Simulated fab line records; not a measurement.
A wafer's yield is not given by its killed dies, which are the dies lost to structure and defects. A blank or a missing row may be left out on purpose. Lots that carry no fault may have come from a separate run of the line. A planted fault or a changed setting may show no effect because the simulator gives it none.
What tool caused it? :: flow n5Finfet :: 21 lots with 63 wafers sampled at 4 steps, on a route of 1938 steps

WHAT THE GAUGES READ, wafer by wafer
N5_BEOL_M5_OCD_MEAS_38.
lot: L074
measured: day 8 18:16
on: ocd-02
trenchDepthNm (nm): 70.5 71.2 71.6

lot: L075
measured: day 8 22:08
on: ocd-02
trenchDepthNm (nm): 73.6 71.8 73.7

lot: L076
measured: day 9 14:34
on: ocd-02
trenchDepthNm (nm): 71.3 71.0 73.1

lot: L078
measured: day 9 14:25
on: ocd-02
trenchDepthNm (nm): 69.7 74.8 69.6

lot: L077
measured: day 9 21:19
on: ocd-02
trenchDepthNm (nm): 68.7 74.4 73.4

lot: L079
measured: day 9 20:49
on: ocd-01
trenchDepthNm (nm): 69.5 75.3 74.0

lot: L080
measured: day 10 03:16
on: ocd-01
trenchDepthNm (nm): 69.0 68.9 74.3

lot: L081
measured: day 10 03:34
on: ocd-02
trenchDepthNm (nm): 72.1 71.4 72.0

lot: L085
measured: day 11 03:19
on: ocd-02
trenchDepthNm (nm): 68.6 69.9 73.9

lot: L084
measured: day 11 03:29
on: ocd-01
trenchDepthNm (nm): 73.4 71.1 71.6

lot: L086
measured: day 11 22:02
on: ocd-02
trenchDepthNm (nm): 71.4 71.1 71.1

lot: L087
measured: day 11 21:37
on: ocd-01
trenchDepthNm (nm): 69.8 70.2 69.5

lot: L090
measured: day 12 16:08
on: ocd-01
trenchDepthNm (nm): 71.0 71.6 71.9

lot: L089
measured: day 12 22:07
on: ocd-01
trenchDepthNm (nm): 70.7 71.0 69.7

lot: L092
measured: day 12 23:00
on: ocd-01
trenchDepthNm (nm): 71.8 72.5 71.8

lot: L091
measured: day 13 02:22
on: ocd-01
trenchDepthNm (nm): 71.1 73.1 72.8

lot: L093
measured: day 13 02:11
on: ocd-02
trenchDepthNm (nm): 70.6 71.2 70.9

lot: L094
measured: day 13 06:19
on: ocd-01
trenchDepthNm (nm): 69.7 71.2 73.4

lot: L096
measured: day 14 01:36
on: ocd-02
trenchDepthNm (nm): 71.3 70.6 71.3

lot: L095
measured: day 14 01:43
on: ocd-02
trenchDepthNm (nm): 68.6 72.9 73.4

lot: L097
measured: day 14 06:56
on: ocd-01
trenchDepthNm (nm): 70.8 72.9 71.0

WHICH TOOL RAN EACH LOT (tool, then ch and the chambers of the sampled wafers, then the start)
lot: L074
N5_BEOL_M5_ETCH_61: rieDiel-04 ch 0,2, day 8 15:01
N5_BEOL_M5_STRIP_64: rieDiel-04 ch 0,2, day 8 15:10
N5_BEOL_M5_STRIP_36: rieDiel-04 ch 0,2,3, day 8 18:04

lot: L075
N5_BEOL_M5_ETCH_61: rieDiel-01 ch 0,1, day 8 18:58
N5_BEOL_M5_STRIP_64: rieDiel-01 ch 0,1, day 8 19:07
N5_BEOL_M5_STRIP_36: rieDiel-03 ch 0,2,3, day 8 21:56

lot: L076
N5_BEOL_M5_ETCH_61: rieDiel-03 ch 0,1,2, day 9 12:32
N5_BEOL_M5_STRIP_64: rieDiel-03 ch 0,1,2, day 9 12:41
N5_BEOL_M5_STRIP_36: rieDiel-04 ch 0,1,3, day 9 14:23

lot: L078
N5_BEOL_M5_ETCH_61: rieDiel-04 ch 1,2, day 9 12:40
N5_BEOL_M5_STRIP_64: rieDiel-04 ch 1,2, day 9 12:49
N5_BEOL_M5_STRIP_36: rieDiel-01 ch 0,1,3, day 9 14:14

lot: L077
N5_BEOL_M5_ETCH_61: rieDiel-03 ch 0,2, day 9 18:13
N5_BEOL_M5_STRIP_64: rieDiel-03 ch 0,2, day 9 18:22
N5_BEOL_M5_STRIP_36: rieDiel-01 ch 0,2, day 9 21:07

lot: L079
N5_BEOL_M5_ETCH_61: rieDiel-04 ch 0,1,2, day 9 18:15
N5_BEOL_M5_STRIP_64: rieDiel-04 ch 0,1,2, day 9 18:24
N5_BEOL_M5_STRIP_36: rieDiel-01 ch 0,2, day 9 20:38

lot: L080
N5_BEOL_M5_ETCH_61: rieDiel-04 ch 0,2,3, day 9 21:19
N5_BEOL_M5_STRIP_64: rieDiel-04 ch 0,2,3, day 9 21:28
N5_BEOL_M5_STRIP_36: rieDiel-01 ch 0,1,3, day 10 03:04

lot: L081
N5_BEOL_M5_ETCH_61: rieDiel-04 ch 1,2, day 10 02:12
N5_BEOL_M5_STRIP_64: rieDiel-04 ch 1,2, day 10 02:21
N5_BEOL_M5_STRIP_36: rieDiel-04 ch 0,3, day 10 03:22

lot: L085
N5_BEOL_M5_ETCH_61: rieDiel-03 ch 0,1,2, day 10 22:28
N5_BEOL_M5_STRIP_64: rieDiel-03 ch 0,1,2, day 10 22:38
N5_BEOL_M5_STRIP_36: rieDiel-01 ch 0,1,3, day 11 03:08

lot: L084
N5_BEOL_M5_ETCH_61: rieDiel-03 ch 0,1,3, day 10 22:42
N5_BEOL_M5_STRIP_64: rieDiel-03 ch 0,1,3, day 10 22:52
N5_BEOL_M5_STRIP_36: rieDiel-03 ch 0,1,2, day 11 03:17

lot: L086
N5_BEOL_M5_ETCH_61: rieDiel-03 ch 0,3, day 11 18:50
N5_BEOL_M5_STRIP_64: rieDiel-03 ch 0,3, day 11 18:59
N5_BEOL_M5_STRIP_36: rieDiel-03 ch 0,1,3, day 11 21:50

lot: L087
N5_BEOL_M5_ETCH_61: rieDiel-01 ch 1,2, day 11 19:43
N5_BEOL_M5_STRIP_64: rieDiel-01 ch 1,2, day 11 19:52
N5_BEOL_M5_STRIP_36: rieDiel-01 ch 0,3, day 11 21:25

lot: L090
N5_BEOL_M5_ETCH_61: rieDiel-01 ch 1,2, day 12 13:24
N5_BEOL_M5_STRIP_64: rieDiel-01 ch 1,2, day 12 13:33
N5_BEOL_M5_STRIP_36: rieDiel-03 ch 0,1, day 12 15:56

lot: L089
N5_BEOL_M5_ETCH_61: rieDiel-04 ch 0,2,3, day 12 16:56
N5_BEOL_M5_STRIP_64: rieDiel-04 ch 0,2,3, day 12 17:05
N5_BEOL_M5_STRIP_36: rieDiel-03 ch 0,1,3, day 12 21:55

lot: L092
N5_BEOL_M5_ETCH_61: rieDiel-03 ch 0,1,2, day 12 21:31
N5_BEOL_M5_STRIP_64: rieDiel-03 ch 0,1,2, day 12 21:40
N5_BEOL_M5_STRIP_36: rieDiel-03 ch 0,1,2, day 12 22:49

lot: L091
N5_BEOL_M5_ETCH_61: rieDiel-01 ch 0,3, day 12 22:55
N5_BEOL_M5_STRIP_64: rieDiel-01 ch 0,3, day 12 23:04
N5_BEOL_M5_STRIP_36: rieDiel-01 ch 0,1,2, day 13 02:10

lot: L093
N5_BEOL_M5_ETCH_61: rieDiel-03 ch 2,3, day 13 00:14
N5_BEOL_M5_STRIP_64: rieDiel-03 ch 2,3, day 13 00:23
N5_BEOL_M5_STRIP_36: rieDiel-03 ch 1,3, day 13 01:59

lot: L094
N5_BEOL_M5_ETCH_61: rieDiel-01 ch 0,1,2, day 13 03:36
N5_BEOL_M5_STRIP_64: rieDiel-01 ch 0,1,2, day 13 03:46
N5_BEOL_M5_STRIP_36: rieDiel-04 ch 1,2,3, day 13 06:08

lot: L096
N5_BEOL_M5_ETCH_61: rieDiel-01 ch 1,3, day 14 00:11
N5_BEOL_M5_STRIP_64: rieDiel-01 ch 1,3, day 14 00:21
N5_BEOL_M5_STRIP_36: rieDiel-03 ch 1,2, day 14 01:25

lot: L095
N5_BEOL_M5_ETCH_61: rieDiel-03 ch 0,1, day 14 00:23
N5_BEOL_M5_STRIP_64: rieDiel-03 ch 0,1, day 14 00:33
N5_BEOL_M5_STRIP_36: rieDiel-01 ch 0,1,2, day 14 01:31

lot: L097
N5_BEOL_M5_ETCH_61: rieDiel-01 ch 0,2,3, day 14 03:22
N5_BEOL_M5_STRIP_64: rieDiel-01 ch 0,2,3, day 14 05:27
N5_BEOL_M5_STRIP_36: rieDiel-04 ch 0,1,3, day 14 06:44
- N5_BEOL_M5_ETCH_61: etches SiARC in CF4, target depth 15.6 nm, time 26 s.
- N5_BEOL_M5_STRIP_64: strips in CF4.
- N5_BEOL_M5_STRIP_36: strips in N2/H2.

WHAT THE TOOLS THEMSELVES READ (means of the sampled wafers that have a number; where no wafer has one, the mark that the record gives instead)
N5_BEOL_M5_ETCH_61.
lot: L074
tool: rieDiel-04
drypumpMotorCurrentA (A): 5.8
etchRfOnTimeS (s): 25.9
mfcArSccm (sccm): 99.9
oesProductAu (a.u.): 0.65
rfVppV (V): 184.3
showerheadPlenumPTorr (Torr): 2.11
throttleValvePct (%): 15.67

lot: L075
tool: rieDiel-01
drypumpMotorCurrentA (A): 5.8
etchRfOnTimeS (s): 26.7
mfcArSccm (sccm): 99.8
oesProductAu (a.u.): 0.68
rfVppV (V): 184.2
showerheadPlenumPTorr (Torr): 2.14
throttleValvePct (%): 15.54

lot: L076
tool: rieDiel-03
drypumpMotorCurrentA (A): 5.5
etchRfOnTimeS (s): 25.8
mfcArSccm (sccm): 100.0
oesProductAu (a.u.): 0.69
rfVppV (V): 183.8
showerheadPlenumPTorr (Torr): 2.22
throttleValvePct (%): 15.72

lot: L078
tool: rieDiel-04
drypumpMotorCurrentA (A): 5.8
etchRfOnTimeS (s): 25.2
mfcArSccm (sccm): 99.9
oesProductAu (a.u.): 0.70
rfVppV (V): 183.0
showerheadPlenumPTorr (Torr): 2.07
throttleValvePct (%): 15.50

lot: L077
tool: rieDiel-03
drypumpMotorCurrentA (A): 5.7
etchRfOnTimeS (s): 25.6
mfcArSccm (sccm): 100.2
oesProductAu (a.u.): 0.71
rfVppV (V): 185.5
showerheadPlenumPTorr (Torr): 2.24
throttleValvePct (%): 15.80

lot: L079
tool: rieDiel-04
drypumpMotorCurrentA (A): 5.8
etchRfOnTimeS (s): 25.5
mfcArSccm (sccm): 100.1
oesProductAu (a.u.): 0.68
rfVppV (V): 183.7
showerheadPlenumPTorr (Torr): 2.09
throttleValvePct (%): 15.61

lot: L080
tool: rieDiel-04
drypumpMotorCurrentA (A): 5.6
etchRfOnTimeS (s): 26.0
mfcArSccm (sccm): 99.8
oesProductAu (a.u.): 0.64
rfVppV (V): 183.6
showerheadPlenumPTorr (Torr): 2.11
throttleValvePct (%): 15.58

lot: L081
tool: rieDiel-04
drypumpMotorCurrentA (A): 5.9
etchRfOnTimeS (s): 25.7
mfcArSccm (sccm): 100.1
oesProductAu (a.u.): 0.64
rfVppV (V): 183.8
showerheadPlenumPTorr (Torr): 2.05
throttleValvePct (%): 15.66

lot: L085
tool: rieDiel-03
drypumpMotorCurrentA (A): 5.5
etchRfOnTimeS (s): 26.0
mfcArSccm (sccm): 99.9
oesProductAu (a.u.): 0.68
rfVppV (V): 185.1
showerheadPlenumPTorr (Torr): 2.21
throttleValvePct (%): 15.72

lot: L084
tool: rieDiel-03
drypumpMotorCurrentA (A): 5.6
etchRfOnTimeS (s): 26.0
mfcArSccm (sccm): 100.2
oesProductAu (a.u.): 0.66
rfVppV (V): 184.4
showerheadPlenumPTorr (Torr): 2.18
throttleValvePct (%): 15.72

lot: L086
tool: rieDiel-03
drypumpMotorCurrentA (A): 5.8
etchRfOnTimeS (s): 25.9
mfcArSccm (sccm): 99.8
oesProductAu (a.u.): 0.68
rfVppV (V): 184.4
showerheadPlenumPTorr (Torr): 2.21
throttleValvePct (%): 15.83

lot: L087
tool: rieDiel-01
drypumpMotorCurrentA (A): 6.2
etchRfOnTimeS (s): 24.9
mfcArSccm (sccm): 100.2
oesProductAu (a.u.): 0.62
rfVppV (V): 184.2
showerheadPlenumPTorr (Torr): 2.16
throttleValvePct (%): 15.76

lot: L090
tool: rieDiel-01
drypumpMotorCurrentA (A): 6.2
etchRfOnTimeS (s): 25.1
mfcArSccm (sccm): 100.1
oesProductAu (a.u.): 0.61
rfVppV (V): 183.4
showerheadPlenumPTorr (Torr): 2.16
throttleValvePct (%): 15.77

lot: L089
tool: rieDiel-04
drypumpMotorCurrentA (A): 5.6
etchRfOnTimeS (s): 26.1
mfcArSccm (sccm): 99.8
oesProductAu (a.u.): 0.63
rfVppV (V): 184.0
showerheadPlenumPTorr (Torr): 2.10
throttleValvePct (%): 15.63

lot: L092
tool: rieDiel-03
drypumpMotorCurrentA (A): 5.5
etchRfOnTimeS (s): 25.9
mfcArSccm (sccm): 99.7
oesProductAu (a.u.): 0.67
rfVppV (V): 185.2
showerheadPlenumPTorr (Torr): 2.21
throttleValvePct (%): 15.75

lot: L091
tool: rieDiel-01
drypumpMotorCurrentA (A): 5.7
etchRfOnTimeS (s): 27.0
mfcArSccm (sccm): 100.1
oesProductAu (a.u.): 0.65
rfVppV (V): 183.2
showerheadPlenumPTorr (Torr): 2.09
throttleValvePct (%): 15.71

lot: L093
tool: rieDiel-03
drypumpMotorCurrentA (A): 5.7
etchRfOnTimeS (s): 25.7
mfcArSccm (sccm): 100.0
oesProductAu (a.u.): 0.62
rfVppV (V): 184.1
showerheadPlenumPTorr (Torr): 2.19
throttleValvePct (%): 15.97

lot: L094
tool: rieDiel-01
drypumpMotorCurrentA (A): 6.0
etchRfOnTimeS (s): 25.9
mfcArSccm (sccm): 100.3
oesProductAu (a.u.): 0.63
rfVppV (V): 184.5
showerheadPlenumPTorr (Torr): 2.14
throttleValvePct (%): 15.69

lot: L096
tool: rieDiel-01
drypumpMotorCurrentA (A): 5.8
etchRfOnTimeS (s): 26.5
mfcArSccm (sccm): 100.0
oesProductAu (a.u.): 0.61
rfVppV (V): 182.1
showerheadPlenumPTorr (Torr): 2.05
throttleValvePct (%): 15.87

lot: L095
tool: rieDiel-03
drypumpMotorCurrentA (A): 5.4
etchRfOnTimeS (s): 26.4
mfcArSccm (sccm): 99.6
oesProductAu (a.u.): 0.67
rfVppV (V): 184.9
showerheadPlenumPTorr (Torr): 2.18
throttleValvePct (%): 15.60

lot: L097
tool: rieDiel-01
drypumpMotorCurrentA (A): 5.9
etchRfOnTimeS (s): 26.2
mfcArSccm (sccm): 99.8
oesProductAu (a.u.): 0.64
rfVppV (V): 182.9
showerheadPlenumPTorr (Torr): 2.15
throttleValvePct (%): 15.70

N5_BEOL_M5_STRIP_64.
lot: L074
tool: rieDiel-04
biasPowerW (W): 74.88
drypumpMotorCurrentA (A): 5.82
oesProductAu (a.u.): 0.76
rfVppV (V): 271.1
showerheadPlenumPTorr (Torr): 1.79
throttleValvePct (%): 13.71

lot: L075
tool: rieDiel-01
biasPowerW (W): 74.90
drypumpMotorCurrentA (A): 5.81
oesProductAu (a.u.): 0.80
rfVppV (V): 270.8
showerheadPlenumPTorr (Torr): 1.80
throttleValvePct (%): 13.50

lot: L076
tool: rieDiel-03
biasPowerW (W): 75.19
drypumpMotorCurrentA (A): 5.56
oesProductAu (a.u.): 0.80
rfVppV (V): 271.9
showerheadPlenumPTorr (Torr): 1.84
throttleValvePct (%): 13.62

lot: L078
tool: rieDiel-04
biasPowerW (W): 75.05
drypumpMotorCurrentA (A): 5.79
oesProductAu (a.u.): 0.80
rfVppV (V): 269.3
showerheadPlenumPTorr (Torr): 1.73
throttleValvePct (%): 13.49

lot: L077
tool: rieDiel-03
biasPowerW (W): 75.16
drypumpMotorCurrentA (A): 5.71
oesProductAu (a.u.): 0.81
rfVppV (V): 273.1
showerheadPlenumPTorr (Torr): 1.88
throttleValvePct (%): 13.72

lot: L079
tool: rieDiel-04
biasPowerW (W): 74.93
drypumpMotorCurrentA (A): 5.81
oesProductAu (a.u.): 0.77
rfVppV (V): 269.4
showerheadPlenumPTorr (Torr): 1.76
throttleValvePct (%): 13.62

lot: L080
tool: rieDiel-04
biasPowerW (W): 75.01
drypumpMotorCurrentA (A): 5.61
oesProductAu (a.u.): 0.75
rfVppV (V): 270.0
showerheadPlenumPTorr (Torr): 1.78
throttleValvePct (%): 13.62

lot: L081
tool: rieDiel-04
biasPowerW (W): 75.09
drypumpMotorCurrentA (A): 5.91
oesProductAu (a.u.): 0.74
rfVppV (V): 270.0
showerheadPlenumPTorr (Torr): 1.73
throttleValvePct (%): 13.68

lot: L085
tool: rieDiel-03
biasPowerW (W): 75.16
drypumpMotorCurrentA (A): 5.55
oesProductAu (a.u.): 0.79
rfVppV (V): 272.5
showerheadPlenumPTorr (Torr): 1.84
throttleValvePct (%): 13.63

lot: L084
tool: rieDiel-03
biasPowerW (W): 75.13
drypumpMotorCurrentA (A): 5.66
oesProductAu (a.u.): 0.77
rfVppV (V): 271.5
showerheadPlenumPTorr (Torr): 1.82
throttleValvePct (%): 13.66

lot: L086
tool: rieDiel-03
biasPowerW (W): 74.74
drypumpMotorCurrentA (A): 5.77
oesProductAu (a.u.): 0.78
rfVppV (V): 272.4
showerheadPlenumPTorr (Torr): 1.85
throttleValvePct (%): 13.78

lot: L087
tool: rieDiel-01
biasPowerW (W): 75.25
drypumpMotorCurrentA (A): 6.19
oesProductAu (a.u.): 0.70
rfVppV (V): 271.3
showerheadPlenumPTorr (Torr): 1.80
throttleValvePct (%): 13.74

lot: L090
tool: rieDiel-01
biasPowerW (W): 75.17
drypumpMotorCurrentA (A): 6.19
oesProductAu (a.u.): 0.70
rfVppV (V): 271.2
showerheadPlenumPTorr (Torr): 1.80
throttleValvePct (%): 13.73

lot: L089
tool: rieDiel-04
biasPowerW (W): 74.90
drypumpMotorCurrentA (A): 5.60
oesProductAu (a.u.): 0.73
rfVppV (V): 270.3
showerheadPlenumPTorr (Torr): 1.77
throttleValvePct (%): 13.68

lot: L092
tool: rieDiel-03
biasPowerW (W): 74.95
drypumpMotorCurrentA (A): 5.56
oesProductAu (a.u.): 0.78
rfVppV (V): 272.9
showerheadPlenumPTorr (Torr): 1.83
throttleValvePct (%): 13.67

lot: L091
tool: rieDiel-01
biasPowerW (W): 74.80
drypumpMotorCurrentA (A): 5.72
oesProductAu (a.u.): 0.76
rfVppV (V): 269.7
showerheadPlenumPTorr (Torr): 1.76
throttleValvePct (%): 13.69

lot: L093
tool: rieDiel-03
biasPowerW (W): 74.75
drypumpMotorCurrentA (A): 5.70
oesProductAu (a.u.): 0.71
rfVppV (V): 272.1
showerheadPlenumPTorr (Torr): 1.82
throttleValvePct (%): 13.92

lot: L094
tool: rieDiel-01
biasPowerW (W): 74.97
drypumpMotorCurrentA (A): 6.02
oesProductAu (a.u.): 0.73
rfVppV (V): 270.8
showerheadPlenumPTorr (Torr): 1.80
throttleValvePct (%): 13.67

lot: L096
tool: rieDiel-01
biasPowerW (W): 74.77
drypumpMotorCurrentA (A): 5.77
oesProductAu (a.u.): 0.72
rfVppV (V): 269.7
showerheadPlenumPTorr (Torr): 1.72
throttleValvePct (%): 13.85

lot: L095
tool: rieDiel-03
biasPowerW (W): 75.23
drypumpMotorCurrentA (A): 5.49
oesProductAu (a.u.): 0.78
rfVppV (V): 271.5
showerheadPlenumPTorr (Torr): 1.81
throttleValvePct (%): 13.53

lot: L097
tool: rieDiel-01
biasPowerW (W): 74.85
drypumpMotorCurrentA (A): 5.92
oesProductAu (a.u.): 0.74
rfVppV (V): 272.6
showerheadPlenumPTorr (Torr): 1.80
throttleValvePct (%): 13.68

N5_BEOL_M5_STRIP_36.
lot: L074
tool: rieDiel-04
biasPowerW (W): 6.985
drypumpMotorCurrentA (A): 5.6
oesProductAu (a.u.): 0.77
rfVppV (V): 59.1
showerheadPlenumPTorr (Torr): 2.50
throttleValvePct (%): 23.4

lot: L075
tool: rieDiel-03
biasPowerW (W): 6.999
drypumpMotorCurrentA (A): 5.8
oesProductAu (a.u.): 0.76
rfVppV (V): 59.9
showerheadPlenumPTorr (Torr): 2.61
throttleValvePct (%): 23.8

lot: L076
tool: rieDiel-04
biasPowerW (W): 7.002
drypumpMotorCurrentA (A): 5.5
oesProductAu (a.u.): 0.81
rfVppV (V): 59.0
showerheadPlenumPTorr (Torr): 2.52
throttleValvePct (%): 23.2

lot: L078
tool: rieDiel-01
biasPowerW (W): 6.996
drypumpMotorCurrentA (A): 5.8
oesProductAu (a.u.): 0.77
rfVppV (V): 58.8
showerheadPlenumPTorr (Torr): 2.49
throttleValvePct (%): 23.8

lot: L077
tool: rieDiel-01
biasPowerW (W): 7.007
drypumpMotorCurrentA (A): 6.1
oesProductAu (a.u.): 0.76
rfVppV (V): 60.4
showerheadPlenumPTorr (Torr): 2.61
throttleValvePct (%): 23.6

lot: L079
tool: rieDiel-01
biasPowerW (W): 6.997
drypumpMotorCurrentA (A): 6.1
oesProductAu (a.u.): 0.76
rfVppV (V): 58.6
showerheadPlenumPTorr (Torr): 2.61
throttleValvePct (%): 23.6

lot: L080
tool: rieDiel-01
biasPowerW (W): 7.000
drypumpMotorCurrentA (A): 5.8
oesProductAu (a.u.): 0.77
rfVppV (V): 58.8
showerheadPlenumPTorr (Torr): 2.49
throttleValvePct (%): 23.8

lot: L081
tool: rieDiel-04
biasPowerW (W): 7.003
drypumpMotorCurrentA (A): 5.2
oesProductAu (a.u.): 0.77
rfVppV (V): 60.1
showerheadPlenumPTorr (Torr): 2.54
throttleValvePct (%): 23.2

lot: L085
tool: rieDiel-01
biasPowerW (W): 6.993
drypumpMotorCurrentA (A): 5.8
oesProductAu (a.u.): 0.75
rfVppV (V): 58.7
showerheadPlenumPTorr (Torr): 2.48
throttleValvePct (%): 23.8

lot: L084
tool: rieDiel-03
biasPowerW (W): 6.991
drypumpMotorCurrentA (A): 5.5
oesProductAu (a.u.): 0.79
rfVppV (V): 59.1
showerheadPlenumPTorr (Torr): 2.61
throttleValvePct (%): 23.7

lot: L086
tool: rieDiel-03
biasPowerW (W): 7.006
drypumpMotorCurrentA (A): 5.7
oesProductAu (a.u.): 0.77
rfVppV (V): 58.3
showerheadPlenumPTorr (Torr): 2.57
throttleValvePct (%): 23.7

lot: L087
tool: rieDiel-01
biasPowerW (W): 6.980
drypumpMotorCurrentA (A): 5.7
oesProductAu (a.u.): 0.77
rfVppV (V): 56.9
showerheadPlenumPTorr (Torr): 2.47
throttleValvePct (%): 23.7

lot: L090
tool: rieDiel-03
biasPowerW (W): 7.024
drypumpMotorCurrentA (A): 5.5
oesProductAu (a.u.): 0.80
rfVppV (V): 58.4
showerheadPlenumPTorr (Torr): 2.58
throttleValvePct (%): 23.5

lot: L089
tool: rieDiel-03
biasPowerW (W): 7.000
drypumpMotorCurrentA (A): 5.7
oesProductAu (a.u.): 0.77
rfVppV (V): 59.9
showerheadPlenumPTorr (Torr): 2.57
throttleValvePct (%): 23.7

lot: L092
tool: rieDiel-03
biasPowerW (W): 6.993
drypumpMotorCurrentA (A): 5.6
oesProductAu (a.u.): 0.77
rfVppV (V): 59.5
showerheadPlenumPTorr (Torr): 2.61
throttleValvePct (%): 23.7

lot: L091
tool: rieDiel-01
biasPowerW (W): 6.996
drypumpMotorCurrentA (A): 6.0
oesProductAu (a.u.): 0.73
rfVppV (V): 60.6
showerheadPlenumPTorr (Torr): 2.54
throttleValvePct (%): 23.8

lot: L093
tool: rieDiel-03
biasPowerW (W): 6.990
drypumpMotorCurrentA (A): 5.5
oesProductAu (a.u.): 0.74
rfVppV (V): 58.1
showerheadPlenumPTorr (Torr): 2.52
throttleValvePct (%): 23.5

lot: L094
tool: rieDiel-04
biasPowerW (W): 7.012
drypumpMotorCurrentA (A): 5.6
oesProductAu (a.u.): 0.74
rfVppV (V): 58.3
showerheadPlenumPTorr (Torr): 2.46
throttleValvePct (%): 23.4

lot: L096
tool: rieDiel-03
biasPowerW (W): 6.976
drypumpMotorCurrentA (A): 5.6
oesProductAu (a.u.): 0.73
rfVppV (V): 60.0
showerheadPlenumPTorr (Torr): 2.58
throttleValvePct (%): 23.6

lot: L095
tool: rieDiel-01
biasPowerW (W): 7.020
drypumpMotorCurrentA (A): 6.0
oesProductAu (a.u.): 0.73
rfVppV (V): 58.6
showerheadPlenumPTorr (Torr): 2.53
throttleValvePct (%): 23.8

lot: L097
tool: rieDiel-04
biasPowerW (W): 7.006
drypumpMotorCurrentA (A): 5.5
oesProductAu (a.u.): 0.77
rfVppV (V): 58.0
showerheadPlenumPTorr (Torr): 2.50
throttleValvePct (%): 23.3

THE ANSWER, worked out from the rows above alone
Rule: the lots themselves supply what counts as usual. The widest of any qualifying gaps counts: lots, ordered by their means at a reading, are off when they make up no more than a third of the lots, leave a main group of 4 or more, and stand apart from it by 3 or more times the standard deviation of that group's means. A main group whose means are all the same, to the digits that the tables above print for the reading, isn't used. Also off: a lot with no number at a reading for which 4 or more lots have one. All remaining lots with rows at the step are treated as sound. After the gauges, taken in route order, come the tools' own readings; for these a lot's mean is taken, as printed above. At the first step where some lot is off, the reading lying furthest off is the one used; lots without a number count as furthest.
Across all readings shown, no lot is off: no conclusion can be drawn from this.

WHAT THE SIMULATOR HAD PUT IN
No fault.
